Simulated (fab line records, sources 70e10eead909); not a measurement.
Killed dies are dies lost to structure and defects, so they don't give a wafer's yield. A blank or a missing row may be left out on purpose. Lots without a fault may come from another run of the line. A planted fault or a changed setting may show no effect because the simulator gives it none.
fab line records | flow nand_harc | part 2 of 2: steps 5 to 6 of 6
record lots=22 wafers=66 last_day=25
route steps=1159 shown A_CONTACT@946 A_BLC@976 A_M1@1043
lots that met no fault: from a run of the same line without faults
start_h: hours from the record's first day to the start of the lot's first wafer shown | wait_h: hours since the lot's step before | " the same as in the row above | L1.1+2: a row that stands for several wafers | - no value, or no start given | * or withheld: withheld | < > ~ a bound
route shown NAME@n: a module of which the file shows steps, and the number in the route of the first | usual: mean/standard deviation of fault-free wafers | same: alike in all rows | chamber/n: place in a boat | sites: the reading at each site | _std_site: their standard deviation | _edge_site: outer sites' mean less inner sites' | radius_mm: how far each site lies from the wafer's centre | mask NAME#n: copy n | behind: the tool/chamber that last shaped the wafer | hold: why the lot was held/for how many hours/how that ended | device: the transistor (n, p or np) that didn't switch | end of line: the same wafers' tests at the end of the route | a step without rows: its recipe alone | killed: dies lost to structure and defects at the first sort, not the wafer's yield | map: a wafer's dies, x killed, . not, _ none there
set.NAME: the setting as run; set.NAME@STEP: as run at that earlier step | model.NAME: the simulator's own value behind a step, which no gauge read
steps of the route over a sample of lots; a table a step, a row a wafer
services: from which hour (start_h, from the record's first day; less than 0 if before it) a tool's chamber was out of use, for how many hours, and why
## steps
# step NHARC_A_BLC_CMP_25
# recipe t_overpolish_s=30 target_thk_nm=150
# usual motor_current_A=12.3/1.3 overpolish_run_s=30.000/0.0088 time_to_endpoint_s=29.7/2.7
# columns lot.wafer tool chamber start_h wait_h motor_current_A overpolish_run_s time_to_endpoint_s
L074.1 cmp-01 2 399.38 0.4 10.8 30.004 30.6
L074.2 " 1 " " 11.9 29.989 29.5
L074.5 " 2 " " 11.1 30.020 30.8
L076.1 cmp-01 3 403.89 0.4 11.5 29.995 27.9
L076.5 " 1 " " 11.5 30.017 31.3
L076.6 " 2 " " 10.9 30.002 29.3
L075.4 cmp-01 1 404.11 0.3 12.1 29.983 30.8
L075.2 " 2 " " 11.6 30.001 27.9
L075.1 " 3 " " 10.4 30.013 26.6
L079.4 cmp-04 3 410.74 0.3 11.2 29.981 24.4
L079.1 " 1 " " 12.1 29.995 25.9
L079.6 " 3 " " 11.5 30.007 23.7
L077.1 cmp-04 1 411.15 0.4 12.7 29.988 25.0
L077.3 " 3 " " 11.7 29.982 22.6
L077.6 " 2 " " 10.5 30.000 26.7
L078.4 cmp-01 1 429.94 0.3 11.7 30.000 30.1
L078.3 " 3 " " 11.3 29.997 26.7
L078.5 " 2 " " 11.0 30.007 27.6
L081.4 cmp-04 1 444.41 0.3 11.4 29.993 25.9
L081.2 " 2 " " 10.8 29.997 27.9
L081.3 " 3 " " 12.3 30.001 27.4
L084.4 cmp-02 0 449.91 0.2 12.9 30.007 31.9
L084.1 " 2 " " 12.1 29.996 37.4
L084.6 " 0 " " 12.3 29.985 30.2
L080.1 cmp-01 2 450.38 0.5 11.5 29.999 29.4
L080.5 " 2 " " 10.8 30.002 30.8
L080.6 " 3 " " 11.0 30.001 30.1
L083.3 cmp-02 0 453.62 0.6 12.2 30.000 31.3
L083.2 " 2 " " 12.4 30.006 35.8
L083.5 " 1 " " 14.0 29.998 29.5
L088.3 cmp-01 2 469.79 0.3 11.6 30.007 29.5
L088.5 " 1 " " 11.8 30.005 31.8
L088.6 " 2 " " 11.5 30.008 27.3
L087.3 cmp-04 2 470.00 0.3 10.6 30.005 29.7
L087.1 " 0 " " 13.0 29.991 33.0
L087.5 " 3 " " 11.9 30.004 28.8
L086.1 cmp-01 3 488.56 0.5 11.9 30.013 27.8
L086.5 " 1 " " 12.3 29.982 30.2
L086.6 " 2 " " 11.6 30.012 29.3
L089.1 cmp-02 3 489.02 0.5 12.6 29.987 30.1
L089.3 " 0 " " 12.3 30.010 28.7
L089.6 " 2 " " 12.2 29.996 32.7
L091.4 cmp-02 3 495.35 0.3 12.1 29.985 28.9
L091.1 " 0 " " 13.0 29.994 28.0
L091.3 " 1 " " 14.1 30.011 26.3
L090.2 cmp-04 0 503.66 0.4 13.3 30.015 34.5
L090.1 " 1 " " 11.7 29.991 30.6
L090.6 " 0 " " 12.7 30.004 31.8
L093.4 cmp-01 2 504.16 0.4 10.4 30.000 30.8
L093.6 " 3 " " 11.0 30.001 27.4
L093.5 " 0 " " 14.8 30.001 30.6
L092.4 cmp-02 3 504.51 0.3 12.1 30.008 30.1
L092.2 " 0 " " 12.3 30.004 30.3
L092.5 " 3 " " 12.3 30.007 32.0
L094.3 cmp-04 2 530.47 0.2 10.1 29.991 27.2
L094.4 " 1 " " 12.2 29.978 27.1
L094.5 " 2 " " 10.9 29.995 29.3
L095.2 cmp-04 3 540.98 0.5 11.9 30.006 25.9
L095.1 " 0 " " 12.8 30.001 32.3
L095.4 " 1 " " 12.1 30.006 25.5
L096.3 cmp-01 3 541.25 0.3 11.1 29.996 28.5
L096.5 " 2 " " 11.3 30.009 27.7
L096.6 " 3 " " 11.2 29.999 27.4
L097.1 cmp-02 0 541.62 0.5 12.3 30.004 29.8
L097.6 " 1 " " 14.3 30.018 29.4
L097.5 " 2 " " 11.9 29.989 34.7
# step NHARC_A_M1_STRIP_18
# recipe power_w=1000 n2_flow_sccm=150 h2_flow_sccm=150 ar_flow_sccm=0 bias_w=0 chemistry=N2/H2
# usual chamber_pressure_mTorr=29.995/0.027 drypump_motor_current_A=5.6/0.45 oes_product_au=0.999/0.011 power_w=1000.0/2.9 rf_vpp_V=91.0/0.95 showerhead_plenum_p_Torr=2.10/0.096 throttle_valve_pct=14.170/0.0087
# columns lot.wafer tool chamber start_h wait_h chamber_pressure_mTorr drypump_motor_current_A oes_product_au power_w rf_hours_counter_h rf_vpp_V showerhead_plenum_p_Torr throttle_valve_pct
L074.2 rie_diel-05 0 405.36 0.1 29.926 5.5 1.009 1002.2 5 91.5 2.09 14.161
L074.1 " 3 " " 30.033 5.1 1.008 1001.1 6 92.3 2.15 14.169
L074.5 " 0 " " 29.990 5.5 1.003 1002.0 - 91.7 2.09 14.174
L076.1 rie_diel-05 3 409.78 0.2 29.995 5.2 1.008 997.0 6 91.6 2.15 14.180
L076.5 " 0 " " 29.946 5.4 0.997 1000.0 - 90.5 2.09 14.179
L076.6 " 1 " " 29.999 5.3 1.016 1000.3 - 91.0 1.95 14.177
L075.1 rie_diel-09 1 410.20 0.1 30.030 5.2 1.029 1000.6 4 91.8 2.17 14.176
L075.2 " 2 " " 29.995 6.5 1.007 1001.5 4 92.4 2.19 14.179
L075.4 " 0 " " 30.005 5.6 1.007 999.5 4 92.9 2.20 14.170
L079.4 rie_diel-09 2 416.47 0.1 29.957 6.5 0.997 999.0 4 89.8 2.19 14.183
L079.1 " 3 " " 30.042 6.0 1.016 1001.0 4 89.0 1.99 14.167
L079.6 " 2 " " 29.935 6.5 0.992 1001.0 - 90.4 2.19 14.167
L077.1 rie_diel-09 1 417.14 0.1 30.004 5.2 1.011 1006.5 4 91.8 2.17 14.162
L077.3 " 2 " " 29.961 6.5 0.987 1000.8 5 91.9 2.19 14.166
L077.6 " 3 " " 29.983 6.0 1.006 997.7 - 89.8 1.99 14.170
L078.3 rie_diel-05 2 435.89 0.1 29.992 5.1 0.985 998.7 9 92.2 2.18 14.195
L078.4 " 1 " " 29.965 5.3 1.013 1001.3 9 90.6 1.95 14.155
L078.5 " 3 " " 29.975 5.1 1.007 1001.5 - 90.6 2.15 14.176
L081.4 rie_diel-10 3 450.51 0.1 30.027 6.1 0.998 1001.2 2 91.3 2.04 14.167
L081.3 " 0 " " 30.012 6.3 1.010 1005.6 1 91.0 2.15 14.173
L081.2 " 1 " " 29.967 5.9 0.982 999.8 1 90.0 1.91 14.170
L084.4 rie_diel-09 2 455.85 0.1 29.988 6.5 0.984 998.4 0 91.7 2.19 14.181
L084.1 " 0 " " 29.992 5.7 1.004 1003.3 0 91.1 2.20 14.161
L084.6 " 3 " " 29.981 6.0 1.004 998.1 - 91.1 1.99 14.173
L080.1 rie_diel-10 2 456.85 0.1 29.999 5.3 0.994 997.0 2 91.1 2.08 14.156
L080.6 " 0 " " 30.048 6.3 1.011 1003.8 - 92.1 2.15 14.183
L080.5 " 1 " " 29.978 5.9 0.986 1002.3 - 88.9 1.91 14.181
L083.2 rie_diel-10 0 459.66 0.1 29.983 6.3 1.008 996.7 2 92.1 2.15 14.161
L083.3 " 3 " " 29.963 6.1 1.016 1000.1 2 89.5 2.04 14.160
L083.5 " 1 " " 30.017 5.9 0.986 993.8 - 90.2 1.91 14.164
L088.3 rie_diel-10 3 475.62 0.1 29.976 6.1 0.996 1000.6 4 91.4 2.04 14.172
L088.5 " 0 " " 29.997 6.3 1.003 999.2 - 92.2 2.15 14.163
L088.6 " 1 " " 29.970 5.9 0.998 1003.1 - 89.8 1.91 14.177
L087.3 rie_diel-05 3 475.87 0.1 30.040 5.2 0.995 998.7 12 91.2 2.15 14.168
L087.1 " 0 " " 29.972 5.5 1.004 1005.0 11 90.6 2.09 14.171
L087.5 " 2 " " 29.984 5.1 0.979 1001.6 - 91.3 2.17 14.156
L086.1 rie_diel-05 2 494.19 0.1 29.942 5.1 0.987 1000.5 15 90.5 2.17 14.168
L086.5 " 1 " " 29.990 5.3 0.983 1006.2 - 90.2 1.95 14.161
L086.6 " 2 " " 30.053 5.1 0.978 997.1 - 91.4 2.17 14.174
L089.3 rie_diel-05 2 495.03 0.1 30.016 5.2 0.984 999.5 15 92.8 2.17 14.163
L089.1 " 1 " " 30.004 5.3 1.003 997.1 16 89.4 1.95 14.181
L089.6 " 2 " " 29.991 5.1 0.979 999.8 - 90.5 2.17 14.158
L091.3 rie_diel-09 1 501.36 0.1 29.972 5.2 0.981 999.7 1 91.4 2.17 14.164
L091.4 " 3 " " 29.994 6.0 1.002 998.0 2 91.2 1.99 14.168
L091.1 " 0 " " 30.039 5.7 1.001 1000.5 2 91.5 2.20 14.160
L090.1 rie_diel-05 2 509.34 0.1 29.964 5.2 0.984 999.8 16 92.5 2.17 14.157
L090.2 " 0 " " 30.020 5.4 1.019 1006.0 14 90.4 2.09 14.177
L090.6 " 2 " " 30.006 5.1 0.995 998.6 - 92.8 2.17 14.167
L093.4 rie_diel-05 3 510.08 0.1 29.971 5.1 0.990 1003.3 15 90.0 2.15 14.184
L093.5 " 2 " " 30.031 5.1 0.976 999.9 - 91.2 2.17 14.188
L093.6 " 3 " " 29.983 5.1 0.995 1002.0 - 92.4 2.15 14.172
L092.4 rie_diel-10 0 510.39 0.1 29.998 6.3 1.026 1001.0 6 91.3 2.15 14.176
L092.2 " 3 " " 29.964 6.1 1.003 995.4 5 90.2 2.04 14.169
L092.5 " 1 " " 29.984 5.9 0.978 998.0 - 90.8 1.91 14.170
L094.4 rie_diel-05 3 536.45 0.1 29.990 5.1 0.997 1000.6 1 91.8 2.15 14.181
L094.3 " 0 " " 30.003 5.5 1.008 996.3 0 91.9 2.09 14.173
L094.5 " 0 " " 29.967 5.5 1.013 996.7 - 92.3 2.09 14.171
L096.3 rie_diel-05 0 547.06 0.1 30.009 5.5 1.005 998.7 1 90.3 2.09 14.167
L096.5 " 1 " " 29.985 5.3 0.989 1000.7 - 90.2 1.94 14.177
L096.6 " 2 " " 29.987 5.1 1.000 1001.2 - 90.9 2.17 14.185
L095.4 rie_diel-09 1 547.23 0.1 29.996 5.2 0.988 995.9 2 91.7 2.17 14.182
L095.1 " 2 " " 29.996 6.5 0.986 1001.4 2 90.9 2.19 14.148
L095.2 " 3 " " 29.967 6.0 1.009 1001.0 3 91.0 1.99 14.172
L097.1 rie_diel-09 2 547.84 0.1 29.963 6.5 0.989 992.4 2 90.5 2.19 14.170
L097.6 " 1 " " 30.014 5.2 0.981 999.4 - 91.6 2.17 14.161
L097.5 " 2 " " 29.953 6.5 0.983 994.8 - 91.2 2.19 14.177
## services
# columns tool chamber start_h hours kind
rie_diel-11 - 366.50 9.0 pm
cmp-01 - 375.50 4.0 pm
rie_diel-05 3 378.93 7.5 repair
rie_diel-05 0 395.82 8.7 repair
cmp-04 - 395.86 0.3 repair
cmp-04 - 399.06 4.0 pm
rie_diel-02 2 399.59 5.1 repair
rie_diel-09 - 431.10 9.0 pm
cmp-01 - 440.44 2.1 repair
rie_diel-01 2 457.54 3.1 repair
rie_diel-02 2 459.83 4.2 repair
rie_diel-02 1 462.89 1.5 repair
rie_diel-09 - 465.04 0.3 repair
rie_diel-01 2 472.67 1.6 repair
cmp-01 - 473.50 4.0 pm
rie_diel-02 2 475.63 6.5 repair
rie_diel-01 - 491.80 9.0 pm
cmp-01 - 495.67 1.7 repair
cmp-04 - 497.06 4.0 pm
rie_diel-02 - 504.83 9.0 pm
rie_diel-05 - 517.60 9.0 pm
rie_diel-05 0 528.34 4.5 repair
rie_diel-11 - 531.38 0.9 repair
rie_diel-02 - 542.62 4.3 repair
